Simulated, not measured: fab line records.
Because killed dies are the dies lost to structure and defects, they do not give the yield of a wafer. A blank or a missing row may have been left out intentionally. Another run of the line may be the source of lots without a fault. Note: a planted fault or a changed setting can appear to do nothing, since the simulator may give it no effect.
What tool caused it? ; flow n5Finfet ; 11 lots, 31 wafers sampled, at 5 steps of a route of 1938

== WHAT THE GAUGES SHOWED, per wafer ==
N5_BEOL_M11_OVL_MEAS_12.
lot;measured;on;M11_OVL (nm)
L849;day 12 16:11;overlay-02;-0.9 -0.5 -0.3
L854;day 13 16:17;overlay-02;0.4 0.7
L853;day 13 18:48;overlay-02;0.4 0.3 1.1
L852;day 14 14:19;overlay-01;11.2 10.1 10.6
L855;day 14 17:28;overlay-01;11.0 12.0 11.6
L856;day 14 23:23;overlay-01;0.0 1.0 1.8
L859;day 15 09:39;overlay-01;9.3 8.4 8.1
L862;day 15 23:37;overlay-02;0.2 -0.3 0.7
L864;day 16 17:41;overlay-01;0.3 -0.8
L868;day 18 06:16;overlay-02;0.3 0.3 -0.9
L866;day 18 12:26;overlay-02;-0.5 -0.6 -0.1

== TOOL THAT RAN EACH LOT (tool first, then ch and the chambers of the sampled wafers, then the start) ==
lot;N5_BEOL_M10_SPUTTER_48;N5_BEOL_M10_CMP_52;N5_BEOL_M11_ILD_DEP_00;N5_BEOL_M11_EXPOSE_08
L849;pvdSputter-01, day 12 13:05;cmp-01 ch 0,2,3, day 12 13:38;pecvd-04 ch 0,1,2, day 12 14:06;arfiScanner-01 ch 0, day 12 16:02
L854;pvdSputter-03, day 13 13:37;cmp-02 ch 2, day 13 14:08;pecvd-04 ch 0, day 13 14:38;arfiScanner-03 ch 0, day 13 16:08
L853;pvdSputter-03, day 13 15:16;cmp-03 ch 0,1,2, day 13 16:13;pecvd-04 ch 0,2, day 13 16:38;arfiScanner-03 ch 0, day 13 18:39
L852;pvdSputter-01, day 14 11:04;cmp-03 ch 0,1,3, day 14 11:49;pecvd-01 ch 0,1,2, day 14 12:20;arfiScanner-03 ch 0, day 14 14:10
L855;pvdSputter-03, day 14 14:19;cmp-01 ch 0,1, day 14 14:51;pecvd-01 ch 0,1, day 14 15:20;arfiScanner-03 ch 0, day 14 17:19
L856;pvdSputter-01, day 14 19:57;cmp-02 ch 0,1,2, day 14 20:31;pecvd-04 ch 1,2, day 14 20:58;arfiScanner-01 ch 0, day 14 23:14
L859;pvdSputter-01, day 15 04:59;cmp-02 ch 0,2,3, day 15 05:34;pecvd-01 ch 0,1,2, day 15 06:03;arfiScanner-03 ch 0, day 15 09:29
L862;pvdSputter-02, day 15 19:54;cmp-02 ch 1,2, day 15 20:53;pecvd-04 ch 1,2, day 15 21:20;arfiScanner-01 ch 0, day 15 23:28
L864;pvdSputter-01, day 16 12:01;cmp-01 ch 1, day 16 12:44;pecvd-01 ch 1, day 16 13:13;arfiScanner-02 ch 0, day 16 17:32
L868;pvdSputter-02, day 18 00:35;cmp-03 ch 0,3, day 18 01:06;pecvd-04 ch 0,2, day 18 01:36;arfiScanner-02 ch 0, day 18 06:07
L866;pvdSputter-02, day 18 07:46;cmp-02 ch 0,2,3, day 18 08:28;pecvd-01 ch 0,1,2, day 18 08:55;arfiScanner-02 ch 0, day 18 12:17
- N5_BEOL_M10_SPUTTER_48: material Cu, target thk 12 nm, time 2 s.
- N5_BEOL_M10_CMP_52: polishes, stops on SiCOH lowk, t overpolish 7 s, target thk 140 nm.
- N5_BEOL_M11_ILD_DEP_00: deposits SiCOH lowk from DEMS/porogen, target thk 308.51 nm, time 58 s.
- N5_BEOL_M11_EXPOSE_08: exposes mask M11.

== AS READ BY THE TOOLS THEMSELVES (means over the sampled wafers that have a number; for cases with no such wafer, the mark the record gives instead) ==
N5_BEOL_M10_SPUTTER_48.
lot;tool;cathodeDcPowerW (W);chamberPressurePa (Pa);throttleValvePct (%)
L849;pvdSputter-01;25999;0.13029;29.1
L854;pvdSputter-03;25992;0.12970;29.4
L853;pvdSputter-03;26002;0.12985;28.8
L852;pvdSputter-01;26002;0.12993;30.2
L855;pvdSputter-03;26001;0.13000;29.3
L856;pvdSputter-01;25997;0.13011;30.1
L859;pvdSputter-01;26001;0.12999;30.5
L862;pvdSputter-02;26001;0.12967;29.0
L864;pvdSputter-01;26014;0.12995;30.5
L868;pvdSputter-02;25998;0.12989;29.8
L866;pvdSputter-02;26004;0.13004;29.4

N5_BEOL_M10_CMP_52.
lot;tool;barrierFieldEndpointS (s);edgeZonePressureFrac;motorCurrentA (A);overpolishRunS (s);retainingRingPressureFrac;slurryFilterDpKPa (kPa);timeToEndpointS (s)
L849;cmp-01;28.3;1.001;6.4;6.999;1.000;13.47;66
L854;cmp-02;28.4;1.004;5.2;7.002;0.994;13.40;64
L853;cmp-03;28.1;1.002;6.4;7.001;1.001;13.51;66
L852;cmp-03;28.8;0.999;6.3;7.004;0.999;13.48;68
L855;cmp-01;27.4;1.003;5.9;7.004;1.005;13.39;60
L856;cmp-02;28.0;1.003;6.2;7.004;1.005;13.48;64
L859;cmp-02;28.8;1.004;6.2;6.989;1.000;13.55;66
L862;cmp-02;28.6;0.997;5.8;7.007;0.998;13.36;67
L864;cmp-01;27.6;0.994;5.4;6.990;1.007;13.35;58
L868;cmp-03;28.0;0.998;6.2;7.002;1.000;13.37;64
L866;cmp-02;29.8;1.005;6.3;6.999;0.996;13.45;69

N5_BEOL_M11_ILD_DEP_00.
lot;tool;heaterPowerW (W);showerheadPlenumPTorr (Torr);throttleValvePct (%)
L849;pecvd-04;333;5.731;14.9
L854;pecvd-04;300;5.756;14.1
L853;pecvd-04;333;5.733;13.9
L852;pecvd-01;300;5.734;13.9
L855;pecvd-01;276;5.734;14.3
L856;pecvd-04;298;5.726;14.7
L859;pecvd-01;289;5.738;13.8
L862;pecvd-04;336;5.728;15.7
L864;pecvd-01;223;5.740;14.1
L868;pecvd-04;345;5.731;13.9
L866;pecvd-01;286;5.744;14.0

== THE ANSWER, worked out from the rows above alone ==
Rule: the lots themselves supply what counts as usual. The widest of any qualifying gaps counts: lots, ordered by their means at a reading, are off when they make up no more than a third of the lots, leave a main group of 4 or more, and stand apart from it by 3 or more times the standard deviation of that group's means. If all means in a main group match to the digits the tables above print for the reading, that group is not used. A lot without any number at a reading at which 4 lots or more have one is off too. Where the step has rows for the other lots, those lots are counted as sound. After the gauges, taken in route order, come the tools' own readings; for these a lot's mean is taken, as printed above. The first step at which some lot is off is used, and at that step the reading that is off furthest; a lot without a number counts as furthest.
Off: L852, L855, L859, at N5_BEOL_M11_OVL_MEAS_12 (M11_OVL). The main group: mean 0.1 nm, standard deviation 0.5.
If a tool, at a process step before that reading, ran all the lots that are off and no sound lot after the first of them, it fits. Gauges at N5_BEOL_M11_OVL_MEAS_12: tried the same way as those tools. One candidate fits, namely arfiScanner-03 at N5_BEOL_M11_EXPOSE_08. Its last sound lot is L853 (day 13 18:39), its first lot that is off L852 (day 14 14:10): a fault that began between those two fits.

== WHAT THE SIMULATOR HAD PUT IN ==
Scanner matching overlay: arfiScanner-03, from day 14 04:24 on, at N5_BEOL_M11_EXPOSE_08. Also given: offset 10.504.
Lots struck among those shown: L852, L855, L859. The rule above reached the same finding.
